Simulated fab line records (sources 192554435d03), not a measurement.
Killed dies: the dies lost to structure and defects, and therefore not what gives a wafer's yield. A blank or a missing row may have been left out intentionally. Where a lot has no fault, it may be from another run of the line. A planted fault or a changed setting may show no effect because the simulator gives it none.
Shared-tool check || flow n5 finfet || Sample size 12 lots and 34 wafers

== THE REASON FOR OPENING IT ==
N5_BEOL_M8_OVL_MEAS_12, reading M8_OVL: flagged on 2 of 12 lots. Wafers without a fault read -0.3 nm, standard deviation 0.79.
Rule: a lot gets a flag if all its wafers with a number sit over 4 standard deviations from that mean, or if no wafer of it has a number. As for the other lots, they are considered sound.

{"lot": "L783", "measured": "day 9 09:05", "on": "overlay-01", "M8_OVL (nm), wafer by wafer": "-0.4 -1.4", "flag": ""}
{"lot": "L784", "measured": "day 9 12:46", "on": "overlay-02", "M8_OVL (nm), wafer by wafer": "-0.2 -0.4 -0.3", "flag": ""}
{"lot": "L785", "measured": "day 9 19:51", "on": "overlay-02", "M8_OVL (nm), wafer by wafer": "-0.7 -0.5 0.4", "flag": ""}
{"lot": "L786", "measured": "day 9 23:46", "on": "overlay-01", "M8_OVL (nm), wafer by wafer": "-0.7 -1.2 -1.4", "flag": ""}
{"lot": "L790", "measured": "day 10 22:44", "on": "overlay-01", "M8_OVL (nm), wafer by wafer": "18.8 20.0 19.9", "flag": "FLAGGED"}
{"lot": "L791", "measured": "day 11 08:35", "on": "overlay-02", "M8_OVL (nm), wafer by wafer": "19.3 18.2 17.6", "flag": "FLAGGED"}
{"lot": "L792", "measured": "day 11 16:19", "on": "overlay-02", "M8_OVL (nm), wafer by wafer": "-1.4 -0.6 -1.0", "flag": ""}
{"lot": "L793", "measured": "day 11 16:29", "on": "overlay-02", "M8_OVL (nm), wafer by wafer": "-1.0 -0.7 0.0", "flag": ""}
{"lot": "L801", "measured": "day 14 02:30", "on": "overlay-02", "M8_OVL (nm), wafer by wafer": "1.0 1.6", "flag": ""}
{"lot": "L803", "measured": "day 14 05:28", "on": "overlay-01", "M8_OVL (nm), wafer by wafer": "-0.5 -1.2 -1.4", "flag": ""}
{"lot": "L804", "measured": "day 14 17:48", "on": "overlay-02", "M8_OVL (nm), wafer by wafer": "-0.4 0.3 -0.8", "flag": ""}
{"lot": "L806", "measured": "day 15 15:58", "on": "overlay-01", "M8_OVL (nm), wafer by wafer": "-1.2 -0.7 -0.8", "flag": ""}
Average over the flagged lots: 19.0 nm; offset from the usual +19.3 nm, equal to +24 standard deviations.

== WHICH TOOL EACH LOT WENT THROUGH ==
2 process steps preceding the reading are held in the record, out of 1938 steps in the route. Every cell lists first the tool, next ch and the chambers used by the sampled wafers, and last the start.
{"lot": "L783", "flag": "", "N5_BEOL_M8_HM_DEP_02": "pvd sputter-01, day 9 08:41", "N5_BEOL_M8_EXPOSE_08": "arfi scanner-03 ch 0, day 9 08:56"}
{"lot": "L784", "flag": "", "N5_BEOL_M8_HM_DEP_02": "pvd sputter-03, day 9 12:22", "N5_BEOL_M8_EXPOSE_08": "arfi scanner-03 ch 0, day 9 12:38"}
{"lot": "L785", "flag": "", "N5_BEOL_M8_HM_DEP_02": "pvd sputter-01, day 9 19:19", "N5_BEOL_M8_EXPOSE_08": "arfi scanner-01 ch 0, day 9 19:42"}
{"lot": "L786", "flag": "", "N5_BEOL_M8_HM_DEP_02": "pvd sputter-02, day 9 23:22", "N5_BEOL_M8_EXPOSE_08": "arfi scanner-01 ch 0, day 9 23:37"}
{"lot": "L790", "flag": "FLAGGED", "N5_BEOL_M8_HM_DEP_02": "pvd sputter-01, day 10 22:12", "N5_BEOL_M8_EXPOSE_08": "arfi scanner-01 ch 0, day 10 22:35"}
{"lot": "L791", "flag": "FLAGGED", "N5_BEOL_M8_HM_DEP_02": "pvd sputter-02, day 11 08:11", "N5_BEOL_M8_EXPOSE_08": "arfi scanner-01 ch 0, day 11 08:26"}
{"lot": "L792", "flag": "", "N5_BEOL_M8_HM_DEP_02": "pvd sputter-01, day 11 15:47", "N5_BEOL_M8_EXPOSE_08": "arfi scanner-02 ch 0, day 11 16:10"}
{"lot": "L793", "flag": "", "N5_BEOL_M8_HM_DEP_02": "pvd sputter-01, day 11 16:05", "N5_BEOL_M8_EXPOSE_08": "arfi scanner-02 ch 0, day 11 16:20"}
{"lot": "L801", "flag": "", "N5_BEOL_M8_HM_DEP_02": "pvd sputter-03, day 14 01:58", "N5_BEOL_M8_EXPOSE_08": "arfi scanner-02 ch 0, day 14 02:20"}
{"lot": "L803", "flag": "", "N5_BEOL_M8_HM_DEP_02": "pvd sputter-01, day 14 04:56", "N5_BEOL_M8_EXPOSE_08": "arfi scanner-03 ch 0, day 14 05:18"}
{"lot": "L804", "flag": "", "N5_BEOL_M8_HM_DEP_02": "pvd sputter-02, day 14 17:23", "N5_BEOL_M8_EXPOSE_08": "arfi scanner-03 ch 0, day 14 17:38"}
{"lot": "L806", "flag": "", "N5_BEOL_M8_HM_DEP_02": "pvd sputter-01, day 15 15:26", "N5_BEOL_M8_EXPOSE_08": "arfi scanner-03 ch 0, day 15 15:49"}
These steps, and what they do:
- N5_BEOL_M8_HM_DEP_02: deposits TiN, target thk 20 nm.
- N5_BEOL_M8_EXPOSE_08: exposes mask M8.
- N5_BEOL_M8_OVL_MEAS_12

== FLAGGED AGAINST TOTAL, ONE TOOL AT A TIME (gauges that did the reading follow at the end) ==
{"step": "N5_BEOL_M8_HM_DEP_02", "tool": "pvd sputter-01", "lots run": 7, "flagged": 1, "share of the flagged lots": "some", "sound lots run after its first flagged lot": "4 (L792,L793,L803,L806)"}
{"step": "N5_BEOL_M8_HM_DEP_02", "tool": "pvd sputter-02", "lots run": 3, "flagged": 1, "share of the flagged lots": "some", "sound lots run after its first flagged lot": "1 (L804)"}
{"step": "N5_BEOL_M8_HM_DEP_02", "tool": "pvd sputter-03", "lots run": 2, "flagged": 0, "share of the flagged lots": "none", "sound lots run after its first flagged lot": "-"}
{"step": "N5_BEOL_M8_EXPOSE_08", "tool": "arfi scanner-01", "lots run": 4, "flagged": 2, "share of the flagged lots": "all", "sound lots run after its first flagged lot": 0}
{"step": "N5_BEOL_M8_EXPOSE_08", "tool": "arfi scanner-02", "lots run": 3, "flagged": 0, "share of the flagged lots": "none", "sound lots run after its first flagged lot": "-"}
{"step": "N5_BEOL_M8_EXPOSE_08", "tool": "arfi scanner-03", "lots run": 5, "flagged": 0, "share of the flagged lots": "none", "sound lots run after its first flagged lot": "-"}
{"step": "N5_BEOL_M8_OVL_MEAS_12", "tool": "overlay-01", "lots run": 5, "flagged": 1, "share of the flagged lots": "some", "sound lots run after its first flagged lot": "2 (L803,L806)"}
{"step": "N5_BEOL_M8_OVL_MEAS_12", "tool": "overlay-02", "lots run": 7, "flagged": 1, "share of the flagged lots": "some", "sound lots run after its first flagged lot": "4 (L792,L793,L801,L804)"}

== WHAT THE TABLE ALLOWS ==
Rows of the table that ran each flagged lot: 1, that is arfi scanner-01 at N5_BEOL_M8_EXPOSE_08.
- arfi scanner-01 at N5_BEOL_M8_EXPOSE_08 ran 4 lots, 2 of them flagged. Its last sound lot is L786 (day 9 23:37), its first flagged lot L790 (day 10 22:35): a fault that began between those two fits.
One tool is left: arfi scanner-01 at N5_BEOL_M8_EXPOSE_08.

== WHAT THE SIMULATOR HAD PUT IN ==
Scanner matching overlay: arfi scanner-01, from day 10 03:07 on, at N5_BEOL_M8_EXPOSE_08. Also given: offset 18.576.
Lots struck among those shown: L790, L791. This agrees with what the rule above found.
